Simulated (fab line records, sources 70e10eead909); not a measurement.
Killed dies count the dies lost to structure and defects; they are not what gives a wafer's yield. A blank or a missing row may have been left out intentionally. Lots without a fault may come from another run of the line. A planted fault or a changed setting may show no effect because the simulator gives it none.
Problem report in the 8D (eight disciplines) form, filled by code :: flow nand_harc :: the parts of the form that need people (team, actions taken, sign-off) are left out

== 1. THE ISSUE ==
Wafers without a fault read 211, standard deviation 77; raw_defect_count at NHARC_P_GATE_INSPECT_68 reads a mean of 592 on 3 wafers belonging to 3 lots. That puts it +4.9 standard deviations away from the usual mean.
Seen first at day 8 01:53 on defect_inspect-01, wafer L933.4. Wafers with a number at this step in the record: 33, from 11 lots. The rule behind "out" and "out of limits": a value lying over 4 standard deviations away from the usual mean. The rest of the wafers with a number are treated as sound.

== 2. WHAT IT IS AND WHAT IT IS NOT ==
question: which readings at this step
is: raw_defect_count
is not: -

question: which lots
is: L933, L936, L937
is not: L923, L924, L925, L935, L942, L943, L944, L946

question: which wafers of those lots
is: L933.4, L936.3, L937.6
is not: L933.1, L933.5, L936.1, L936.5, L937.2, L937.4

question: read on which gauges
is: defect_inspect-01, defect_inspect-02
is not: -

question: when
is: from day 8 01:53
is not: up to then (11 sound wafers); but 19 sound wafers of L935, L936, L937, L942, L943, L944, L946 came after

== 3. THE SUSPECTS, EACH WITH WHAT RULES IT OUT ==
Counting: if a tool at a process step up to the reading ran every lot that is out, it stays a suspect. Sound lots after the first of them don't rule it out here, since some wafers of a struck lot are sound.
- the gauge at NHARC_P_GATE_INSPECT_68 has been ruled out. 2 gauges (defect_inspect-01, defect_inspect-02) read the wafers that are out.
- rie_diel-03 at NHARC_P_GATE_ETCHBACK_37 (etches the open film in CHF3/O2, target depth 34.5 nm, time 17.2 s): kept. It ran every lot that is out, first L933 (day 7 18:02); its last sound lot up to then is L925 (day 5 13:28).
- In rie_diel-03 at NHARC_P_GATE_ETCHBACK_37, the wafers that are out were processed in chamber 3 and their sound lot-mates in chambers 0, 1, 2.
After counting, what remains is rie_diel-03 at NHARC_P_GATE_ETCHBACK_37.

== 4. THE CAUSE (what the simulator had put in) ==
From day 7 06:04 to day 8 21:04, rie_diel-03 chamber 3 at NHARC_P_GATE_ETCHBACK_37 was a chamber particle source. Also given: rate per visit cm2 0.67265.
Counting left only this tool.

== 5. THE CHAIN OF EFFECTS, in route order ==
Each row: a reading where the mean over the struck wafers with a number is more than 3 standard deviations away from the usual. Only readings for which the record gives a usual standard deviation are gone through. hours: the time from each lot's start at the first step in this table that gives one to its start at this step, as a median over the lots. sigmas: the change in usual standard deviations.
hours: 0
step: NHARC_P_GATE_INSPECT_68
reading: raw_defect_count
usual: 211
on struck wafers: 592
change: +381
sigmas: +4.9

hours: 355
step: NHARC_END_SORT_01
reading: killed_at_periphery
usual: 3.8
on struck wafers: 82.7
change: +78.9
sigmas: +38

hours: 355
step: NHARC_END_SORT_01
reading: killed_dies
usual: 33
on struck wafers: 112
change: +79
sigmas: +8.8

== 6. WHAT WOULD HAVE CAUGHT IT SOONER ==
The first out-of-limits reading at a measuring or inspecting step in this record came at day 8 01:53, 20 hours after the fault's start at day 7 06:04.
Tool readings at NHARC_P_GATE_ETCHBACK_37 with a usual standard deviation given in the record: none out on any struck wafer, hence no alarm at a limit of 4 standard deviations on them.
L937, L936, from the lots that are out (3), started NHARC_P_GATE_ETCHBACK_37 on rie_diel-03 later than day 8 01:53. A hold on the tool at that time would have spared those 2.
